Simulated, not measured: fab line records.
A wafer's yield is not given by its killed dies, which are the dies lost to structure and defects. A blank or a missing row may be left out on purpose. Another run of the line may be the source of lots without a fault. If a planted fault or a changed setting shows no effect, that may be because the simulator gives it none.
fab line records | flow n5-finfet
record: lots: 7 | wafers: 21
route steps=1938 shown BEOL_M11@1543 BEOL_M13@1665 BEOL_M14@1763 BEOL_M15@1819 PASSIVATION@1929
start-h: the number of hours between the record's first day and the start of the first shown wafer of the lot | wait-h: hours elapsed since this lot's preceding step | " unchanged from the row above | L1.1+2: several wafers, shown together as one row | - either no value or no given start | * or withheld: withheld | < > ~ a bound
route shown NAME@n: NAME is a module with steps in the file, n the number in the route of the first one | usual: the fault-free wafers' mean and standard deviation | same: alike in all rows | chamber/n: place in a boat | sites: each site's reading | _std_site: the values' standard deviation | _edge_site: outer sites' mean less inner sites' | radius-mm: for every site, how far away it sits from the centre of the wafer | mask NAME#n: copy n | behind: the most recent tool/chamber to have shaped the wafer | hold: what put the lot on hold/how long, in hours/how the hold closed | device: the transistor (n, p or np) that didn't switch | end of line: tests of these same wafers at the route's end | a step without rows: its recipe alone | killed: dies that structure and defects cost at the first sort, which is not the same as the wafer's yield | map: dies across one wafer; x = killed, . = not, _ = none there
set.NAME: setting as actually run; set.NAME@STEP: the setting as run at that earlier step | model.NAME: the simulator's own value behind a step, which no gauge read
lots where settings were altered on purpose, with a table for each step and a row for each wafer
== steps ==
step: N5_BEOL_M11_COAT_05
recipe: resist: CAR-ArF | spin-rpm: 1500 | resist-thk-nm: 90
lot.wafer | tool           | chamber | start-h | wait-h | set.spin-rpm | model.CAR-ArF_of_BEOL_M11_COAT_05.thk-nm
L076.2    | litho-track-05 | 0       | -       | -      | 1500         | 90.2
L076.3+6  | "              | 0       | "       | "      | 1373         | 94.4
L086.1+5  | litho-track-05 | 0       | -       | -      | 1500         | 90
L086.6    | "              | 0       | "       | "      | 1500         | 89.6
L088.1    | litho-track-04 | 0       | -       | -      | 1340         | 95
L088.5    | "              | 0       | "       | "      | 1500         | 89.8
L088.6    | "              | 0       | "       | "      | 1340         | 95.2
L087.1    | litho-track-04 | 0       | -       | -      | 1500         | 89.4
L087.2    | "              | 0       | "       | "      | 1500         | 89
L087.4    | "              | 0       | "       | "      | 1500         | 89.6
L089.1+3  | litho-track-03 | 0       | -       | -      | 1500         | 90
L089.2    | "              | 0       | "       | "      | 1564         | 88
L094.1    | litho-track-03 | 0       | -       | -      | 1500         | 89.8
L094.3+6  | "              | 0       | "       | "      | 1500         | 90
L095.2    | litho-track-04 | 0       | -       | -      | 1500         | 89.4
L095.3    | "              | 0       | "       | "      | 1397         | 92.8
L095.4    | "              | 0       | "       | "      | 1500         | 89.8
step: N5_BEOL_M11_EBR_07
recipe: solvent: PGMEA | ebr-width-mm: 1.5
step: N5_BEOL_M11_SOFTBAKE_06
recipe: temp-c: 110 | time-s: 60 | resist: CAR-ArF
step: N5_BEOL_M11_DESCUM_16
recipe: chemistry: O2 | time-s: 7.9 | source-power-w: 50 | bias-power-w: 20 | pressure-mtorr: 20 | rf-frequency-hz: 2.712e+07 | temp-c: 40 | resist: CAR-ArF | o2-flow-sccm: 225
lot.wafer | tool        | chamber | start-h | wait-h | set.spin-rpm@BEOL_M11_COAT_05 | model.CAR-ArF_of_BEOL_M11_COAT_05.thk-nm
L076.2    | rie-diel-06 | 0       | 232.50  | 0.0    | 1500                          | 83.8
L076.3    | "           | 2       | "       | "      | 1373                          | 88
L076.6    | "           | 1       | "       | "      | 1373                          | 87.8
L086.1    | rie-diel-03 | 2       | 311.23  | 0.0    | 1500                          | 83.4
L086.5    | "           | 2       | "       | "      | 1500                          | 83.6
L086.6    | "           | 3       | "       | "      | 1500                          | 83
L088.1    | rie-diel-03 | 3       | 316.33  | 0.0    | 1340                          | 88.4
L088.5    | "           | 0       | "       | "      | 1500                          | 83.4
L088.6    | "           | 3       | "       | "      | 1340                          | 88.6
L087.1    | rie-diel-05 | 0       | 319.25  | 0.0    | 1500                          | 82.8
L087.2    | "           | 1       | "       | "      | 1500                          | 82.6
L087.4    | "           | 2       | "       | "      | 1500                          | 83.2
L089.1    | rie-diel-05 | 0       | 330.27  | 0.7    | 1500                          | 83.2
L089.2    | "           | 2       | "       | "      | 1564                          | 81.6
L089.3    | "           | 1       | "       | "      | 1500                          | 83.4
L094.1    | rie-diel-03 | 0       | 347.38  | 0.0    | 1500                          | 83.2
L094.3+6  | "           | 1,0     | "       | "      | 1500                          | 83.4
L095.2    | rie-diel-03 | 2       | 347.98  | 0.0    | 1500                          | 82.8
L095.3    | "           | 1       | "       | "      | 1397                          | 86.2
L095.4    | "           | 0       | "       | "      | 1500                          | 83.2
step: N5_BEOL_M11_COAT_22
recipe: resist: CAR-ArF | spin-rpm: 1500 | resist-thk-nm: 90
lot.wafer  | tool           | chamber | start-h | wait-h | set.spin-rpm | model.CAR-ArF_of_BEOL_M11_COAT_22.thk-nm
L076.2     | litho-track-05 | 0       | -       | -      | 1590         | 87.8
L076.3     | "              | 0       | "       | "      | 1590         | 87.6
L076.6     | "              | 0       | "       | "      | 1500         | 90.4
L086.1     | litho-track-04 | 0       | -       | -      | 1500         | 90.2
L086.5     | "              | 0       | "       | "      | 1500         | 89.8
L086.6     | "              | 0       | "       | "      | 1380         | 93.8
L088.1     | litho-track-03 | 0       | -       | -      | 1500         | 89.6
L088.5     | "              | 0       | "       | "      | 1562         | 88
L088.6     | "              | 0       | "       | "      | 1500         | 90
L087.1+2+4 | litho-track-05 | 0       | -       | -      | 1500         | 90.4
L089.1     | litho-track-04 | 0       | -       | -      | 1632         | 86
L089.2     | "              | 0       | "       | "      | 1500         | 89.8
L089.3     | "              | 0       | "       | "      | 1632         | 86.2
L094.1+3   | litho-track-03 | 0       | -       | -      | 1500         | 89.8
L094.6     | "              | 0       | "       | "      | 1500         | 90
L095.2+3   | litho-track-05 | 0       | -       | -      | 1500         | 89.8
L095.4     | "              | 0       | "       | "      | 1434         | 92
step: N5_BEOL_M11_EBR_24
recipe: solvent: PGMEA | ebr-width-mm: 1.5
step: N5_BEOL_M11_SOFTBAKE_23
recipe: temp-c: 110 | time-s: 60 | resist: CAR-ArF
step: N5_BEOL_M11_EXPOSE_25
recipe: mask-id: V10 | na: 1.35 | source-shape: annular | sigma-inner: 0.5 | sigma-outer: 0.8 | polarization: unpolarized | dose-mj: 85.5
step: N5_BEOL_M11_PEB_26
recipe: peb-temp-c: withheld | peb-time-s: 60 | resist: CAR-ArF
step: N5_BEOL_M11_DEVELOP_27
recipe: develop-time-s: 30 | developer: TMAH | resist: CAR-ArF | rinse-liquid: diw | dry: air-spin | dev-temp-c: 23
lot.wafer  | tool           | chamber | start-h | wait-h | set.spin-rpm@BEOL_M11_COAT_22 | model.CAR-ArF_of_BEOL_M11_COAT_22.thk-nm
L076.2     | litho-track-03 | 0       | -       | -      | 1590                          | 86.2
L076.3     | "              | 0       | "       | "      | 1590                          | 86
L076.6     | "              | 0       | "       | "      | 1500                          | 88.6
L086.1     | litho-track-03 | 0       | -       | -      | 1500                          | 88.4
L086.5     | "              | 0       | "       | "      | 1500                          | 88
L086.6     | "              | 0       | "       | "      | 1380                          | 92.2
L088.1     | litho-track-03 | 0       | -       | -      | 1500                          | 88
L088.5     | "              | 0       | "       | "      | 1562                          | 86.4
L088.6     | "              | 0       | "       | "      | 1500                          | 88.2
L087.1+2+4 | litho-track-05 | 0       | -       | -      | 1500                          | 88.6
L089.1     | litho-track-03 | 0       | -       | -      | 1632                          | 84.2
L089.2     | "              | 0       | "       | "      | 1500                          | 88.2
L089.3     | "              | 0       | "       | "      | 1632                          | 84.4
L094.1+6   | litho-track-03 | 0       | -       | -      | 1500                          | 88.2
L094.3     | "              | 0       | "       | "      | 1500                          | 88
L095.2+3   | litho-track-05 | 0       | -       | -      | 1500                          | 88
L095.4     | "              | 0       | "       | "      | 1434                          | 90.4
step: N5_BEOL_M11_DESCUM_33
recipe: chemistry: O2 | time-s: 7.9 | source-power-w: 50 | bias-power-w: 20 | pressure-mtorr: 20 | rf-frequency-hz: 2.712e+07 | temp-c: 40 | resist: CAR-ArF | o2-flow-sccm: 225
lot.wafer  | tool        | chamber | start-h | wait-h | set.spin-rpm@BEOL_M11_COAT_22 | model.CAR-ArF_of_BEOL_M11_COAT_22.thk-nm
L076.2     | rie-diel-06 | 2       | 235.70  | 0.0    | 1590                          | 81.4
L076.3     | "           | 0       | "       | "      | 1590                          | 81.2
L076.6     | "           | 0       | "       | "      | 1500                          | 84
L086.1     | rie-diel-05 | 3       | 312.39  | 0.0    | 1500                          | 83.4
L086.5     | "           | 1       | "       | "      | 1500                          | 83.2
L086.6     | "           | 2       | "       | "      | 1380                          | 87.4
L088.1     | rie-diel-03 | 0       | 318.12  | 0.0    | 1500                          | 83.2
L088.5     | "           | 2       | "       | "      | 1562                          | 81.6
L088.6     | "           | 0       | "       | "      | 1500                          | 83.6
L087.1+2+4 | rie-diel-06 | 1,3,2   | 320.20  | 0.0    | 1500                          | 83.8
L089.1     | rie-diel-03 | 2       | 331.51  | 0.0    | 1632                          | 79.4
L089.2     | "           | 3       | "       | "      | 1500                          | 83.2
L089.3     | "           | 1       | "       | "      | 1632                          | 79.6
L094.1+3+6 | rie-diel-06 | 2,0,2   | 349.04  | 0.0    | 1500                          | 83.4
L095.2+3   | rie-diel-03 | 2,3     | 349.23  | 0.0    | 1500                          | 83.2
L095.4     | "           | 0       | "       | "      | 1434                          | 85.6
step: N5_BEOL_M13_EXPOSE_07
recipe: mask-id: V12 | na: 0.93 | source-shape: conventional | sigma-outer: 0.6 | polarization: unpolarized | attpsm-phase-deg: 180 | dose-mj: 24.8
lot.wafer  | tool           | chamber | start-h | wait-h | mask  | set.dose-mj
L076.2     | krf-scanner-02 | 0       | 246.47  | -      | V12#0 | 25.58
L076.3+6   | "              | 0       | "       | "      | V12#0 | 24.8
L086.1+5+6 | krf-scanner-01 | 0       | 320.95  | -      | V12#0 | 24.8
L088.1+5+6 | krf-scanner-02 | 0       | 328.36  | -      | V12#0 | 24.8
L087.1+4   | krf-scanner-01 | 0       | 331.10  | -      | V12#0 | 23.21
L087.2     | "              | 0       | "       | "      | V12#0 | 24.8
L089.1+2+3 | krf-scanner-02 | 0       | 343.49  | -      | V12#0 | 24.8
L094.1+3+6 | krf-scanner-01 | 0       | 359.74  | -      | V12#0 | 24.8
L095.2+4   | krf-scanner-01 | 0       | 360.09  | -      | V12#0 | 24.8
L095.3     | "              | 0       | "       | "      | V12#0 | 26.2
step: N5_BEOL_M13_PEB_08
recipe: peb-temp-c: 130 | peb-time-s: 90
step: N5_BEOL_M13_DEVELOP_09
recipe: develop-time-s: 45 | rinse-liquid: diw | dry: air-spin | dev-temp-c: 21
step: N5_BEOL_M13_HARDBAKE_14
recipe: temp-c: 130 | time-s: 120
step: N5_BEOL_M13_CD_MEAS_10
recipe: target-cd-nm: 190 | landing-energy-ev: 500 | detector: se-inlens | polarity: opening
usual: cd-nm: 191.3/1.7
lot.wafer | tool      | chamber | start-h | wait-h | set.dose-mj@BEOL_M13_EXPOSE_07 | cd-nm
L076.2    | cd-sem-02 | 0       | 246.64  | -      | 25.58                          | 197.0
L076.3    | "         | 0       | "       | "      | 24.8                           | 193.0
L076.6    | "         | 0       | "       | "      | 24.8                           | 195.9
L086.1    | cd-sem-02 | 0       | 321.12  | -      | 24.8                           | 190.8
L086.5    | "         | 0       | "       | "      | 24.8                           | 191.9
L086.6    | "         | 0       | "       | "      | 24.8                           | 190.7
L088.1    | cd-sem-02 | 0       | 328.53  | -      | 24.8                           | 191.5
L088.5    | "         | 0       | "       | "      | 24.8                           | 193.2
L088.6    | "         | 0       | "       | "      | 24.8                           | 191.4
L087.1    | cd-sem-01 | 0       | 331.27  | -      | 23.21                          | 183.1
L087.2    | "         | 0       | "       | "      | 24.8                           | 192.3
L087.4    | "         | 0       | "       | "      | 23.21                          | 184.4
L089.1    | cd-sem-02 | 0       | 343.67  | -      | 24.8                           | 191.5
L089.2    | "         | 0       | "       | "      | 24.8                           | 189.6
L089.3    | "         | 0       | "       | "      | 24.8                           | 192.5
L094.1    | cd-sem-03 | 0       | 359.92  | -      | 24.8                           | 190.0
L094.3    | "         | 0       | "       | "      | 24.8                           | 194.0
L094.6    | "         | 0       | "       | "      | 24.8                           | 190.6
L095.2    | cd-sem-01 | 0       | 360.26  | -      | 24.8                           | 188.9
L095.3    | "         | 0       | "       | "      | 26.2                           | 197.3
L095.4    | "         | 0       | "       | "      | 24.8                           | 188.6
step: N5_BEOL_M13_ETCH_68
recipe: chemistry: N2/H2 | target: SOC | mask-material: SiARC | source-w: 3000 | bias-w: 350 | temp-c: 40 | time-s: 355 | ion-energy-ev: 200 | pressure-mtorr: 30 | n2-flow-sccm: 200 | h2-flow-sccm: 200
lot.wafer | tool        | chamber | start-h | wait-h | set.time-s | model.SiARC_of_BEOL_M13_COAT_66.thk-nm
L076.2    | rie-diel-05 | 1       | 248.13  | 0.1    | 294.1      | 84.2
L076.3    | "           | 3       | "       | "      | 355        | 78.8
L076.6    | "           | 0       | "       | "      | 294.1      | 82.8
L086.1    | rie-diel-05 | 0       | 322.34  | 0.1    | 355        | 77
L086.5    | "           | 0       | "       | "      | 384.2      | 74.6
L086.6    | "           | 1       | "       | "      | 384.2      | 75
L088.1    | rie-diel-03 | 0       | 330.28  | 0.1    | 411.8      | 72.8
L088.5    | "           | 0       | "       | "      | 355        | 78.4
L088.6    | "           | 3       | "       | "      | 355        | 77.8
L087.1    | rie-diel-03 | 3       | 332.75  | 0.1    | 355        | 77.8
L087.2    | "           | 0       | "       | "      | 355        | 78
L087.4    | "           | 2       | "       | "      | 355        | 77.2
L089.1    | rie-diel-03 | 2       | 344.88  | 0.1    | 355        | 76.8
L089.2    | "           | 1       | "       | "      | 355        | 77.6
L089.3    | "           | 3       | "       | "      | 355        | 77.4
L094.1    | rie-diel-06 | 1       | 361.14  | 0.1    | 355        | 76.8
L094.3    | "           | 2       | "       | "      | 355        | 77.4
L094.6    | "           | 2       | "       | "      | 355        | 77.2
L095.2    | rie-diel-06 | 1       | 361.68  | 0.1    | 408.8      | 71
L095.3    | "           | 2       | "       | "      | 355        | 77.2
L095.4    | "           | 2       | "       | "      | 408.8      | 71.6
step: N5_BEOL_M14_SPUTTER_44
recipe: material: Ta | target-thk-a: 150 | temp-c: 50 | bias-v: 80 | power-w: 15000 | chamber-pressure-pa: 0.07 | time-s: 24.19
lot.wafer  | tool           | chamber | start-h | wait-h | set.time-s | model.Ta_of_BEOL_M14_SPUTTER_44.thk-nm
L076.2     | pvd-sputter-03 | -       | 255.41  | 0.0    | 22.61      | 14
L076.3     | "              | -       | "       | "      | 24.19      | 14.8
L076.6     | "              | -       | "       | "      | 24.19      | 15.2
L086.1+5+6 | pvd-sputter-02 | -       | 329.75  | 0.0    | 24.19      | 14.8
L088.1     | pvd-sputter-03 | -       | 336.19  | 0.0    | 27.25      | 17.2
L088.5     | "              | -       | "       | "      | 24.19      | 15.4
L088.6     | "              | -       | "       | "      | 24.19      | 15.2
L087.1     | pvd-sputter-02 | -       | 341.34  | 0.0    | 24.19      | 14.8
L087.2+4   | "              | -       | "       | "      | 24.19      | 15.2
L089.1     | pvd-sputter-01 | -       | 355.13  | 0.0    | 24.19      | 14.6
L089.2     | "              | -       | "       | "      | 24.19      | 14.8
L089.3     | "              | -       | "       | "      | 24.19      | 15
L094.1     | pvd-sputter-02 | -       | 380.10  | 0.0    | 24.19      | 14.8
L094.3     | "              | -       | "       | "      | 24.19      | 15.2
L094.6     | "              | -       | "       | "      | 24.19      | 15
L095.2     | pvd-sputter-01 | -       | 380.47  | 0.0    | 21.63      | 13.4
L095.3     | "              | -       | "       | "      | 24.19      | 15.4
L095.4     | "              | -       | "       | "      | 21.63      | 13.2
step: N5_BEOL_M15_SPUTTER_43
recipe: material: TaN | target-thk-a: 150 | temp-c: 50 | bias-v: 168.6 | power-w: 15000 | chamber-pressure-pa: 0.12 | time-s: 24.19
lot.wafer | tool           | chamber | start-h | wait-h | set.time-s | model.TaN_of_BEOL_M15_SPUTTER_43.thk-nm
L076.2+3  | pvd-sputter-03 | -       | 260.12  | 0.0    | 24.19      | 14.8
L076.6    | "              | -       | "       | "      | 24.19      | 15
L086.1    | pvd-sputter-01 | -       | 335.26  | 0.0    | 22.75      | 14.2
L086.5    | "              | -       | "       | "      | 22.75      | 13.8
L086.6    | "              | -       | "       | "      | 24.19      | 14.6
L088.1+5  | pvd-sputter-03 | -       | 341.29  | 0.0    | 22.97      | 13.8
L088.6    | "              | -       | "       | "      | 24.19      | 14.4
L087.1    | pvd-sputter-03 | -       | 347.51  | 0.0    | 24.19      | 15.2
L087.2+4  | "              | -       | "       | "      | 24.19      | 14.8
L089.1    | pvd-sputter-03 | -       | 360.76  | 0.0    | 27.25      | 16.6
L089.2    | "              | -       | "       | "      | 24.19      | 14.8
L089.3    | "              | -       | "       | "      | 24.19      | 15
L094.1    | pvd-sputter-01 | -       | 386.37  | 0.0    | 24.19      | 15
L094.3    | "              | -       | "       | "      | 24.19      | 14.8
L094.6    | "              | -       | "       | "      | 24.19      | 15.2
L095.2    | pvd-sputter-03 | -       | 386.91  | 0.0    | 24.19      | 14.8
L095.3    | "              | -       | "       | "      | 24.19      | 14.6
L095.4    | "              | -       | "       | "      | 26.89      | 16.2
step: N5_PASSIVATION_PASS_ETCH_47
recipe: chemistry: CF4/O2 | target: SiNx | target-depth-a: 7700 | time-s: 385 | ion-energy-ev: 100 | pressure-mtorr: 40 | source-w: 535 | bias-w: 49 | Ar_flow_sccm: 100 | cf4-flow-sccm: 100 | O2_flow_sccm: 10
lot.wafer  | tool        | chamber | start-h | wait-h | set.source-w
L076.2+3+6 | rie-diel-02 | 0,1,1   | 278.41  | 0.0    | 465.6
L086.1+5+6 | rie-diel-02 | 0,2,0   | 349.70  | 0.0    | 596.9
L088.1     | rie-diel-01 | 2       | 353.63  | 0.0    | 535
L088.5+6   | "           | 2,1     | "       | "      | 572.3
L087.1     | rie-diel-01 | 1       | 358.12  | 0.0    | 448.5
L087.2+4   | "           | 0,2     | "       | "      | 535
L089.1+2   | rie-diel-02 | 0,3     | 383.38  | 0.0    | 503.9
L089.3     | "           | 1       | "       | "      | 535
L094.1+3+6 | rie-diel-04 | 3,2,2   | 399.22  | 0.0    | 535
L095.2+4   | rie-diel-02 | 0,2     | 399.49  | 0.0    | 599.2
L095.3     | "           | 1       | "       | "      | 535
== key ==
split: step: N5_BEOL_M11_COAT_05 | setting: spin-rpm | stated: 1500 | by: wafer
response: step: N5_BEOL_M11_COAT_05 | reading: model.CAR-ArF_of_BEOL_M11_COAT_05.thk-nm | change: -0.489 | per: 1% | r: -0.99
response: step: N5_BEOL_M11_DESCUM_16 | reading: model.CAR-ArF_of_BEOL_M11_COAT_05.thk-nm | change: -0.472 | per: 1% | r: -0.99
split: step: N5_BEOL_M11_COAT_22 | setting: spin-rpm | stated: 1500 | by: wafer
response: step: N5_BEOL_M11_COAT_22 | reading: model.CAR-ArF_of_BEOL_M11_COAT_22.thk-nm | change: -0.45 | per: 1% | r: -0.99
response: step: N5_BEOL_M11_DEVELOP_27 | reading: model.CAR-ArF_of_BEOL_M11_COAT_22.thk-nm | change: -0.462 | per: 1% | r: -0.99
response: step: N5_BEOL_M11_DESCUM_33 | reading: model.CAR-ArF_of_BEOL_M11_COAT_22.thk-nm | change: -0.465 | per: 1% | r: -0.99
split: step: N5_BEOL_M13_EXPOSE_07 | setting: dose-mj | stated: 24.8 | by: wafer
response: step: N5_BEOL_M13_CD_MEAS_10 | reading: cd-nm | change: +1.34 | per: 1% | r: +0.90
split: step: N5_BEOL_M13_ETCH_68 | setting: time-s | stated: 355 | by: wafer
response: step: N5_BEOL_M13_ETCH_68 | reading: model.SiARC_of_BEOL_M13_COAT_66.thk-nm | change: -0.322 | per: 1% | r: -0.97
split: step: N5_BEOL_M14_SPUTTER_44 | setting: time-s | stated: 24.19 | by: wafer
response: step: N5_BEOL_M14_SPUTTER_44 | reading: model.Ta_of_BEOL_M14_SPUTTER_44.thk-nm | change: +0.168 | per: 1% | r: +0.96
split: step: N5_BEOL_M15_SPUTTER_43 | setting: time-s | stated: 24.19 | by: wafer
response: step: N5_BEOL_M15_SPUTTER_43 | reading: model.TaN_of_BEOL_M15_SPUTTER_43.thk-nm | change: +0.13 | per: 1% | r: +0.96
split: step: N5_PASSIVATION_PASS_ETCH_47 | setting: source-w | stated: 535 | by: wafer
response none in this file
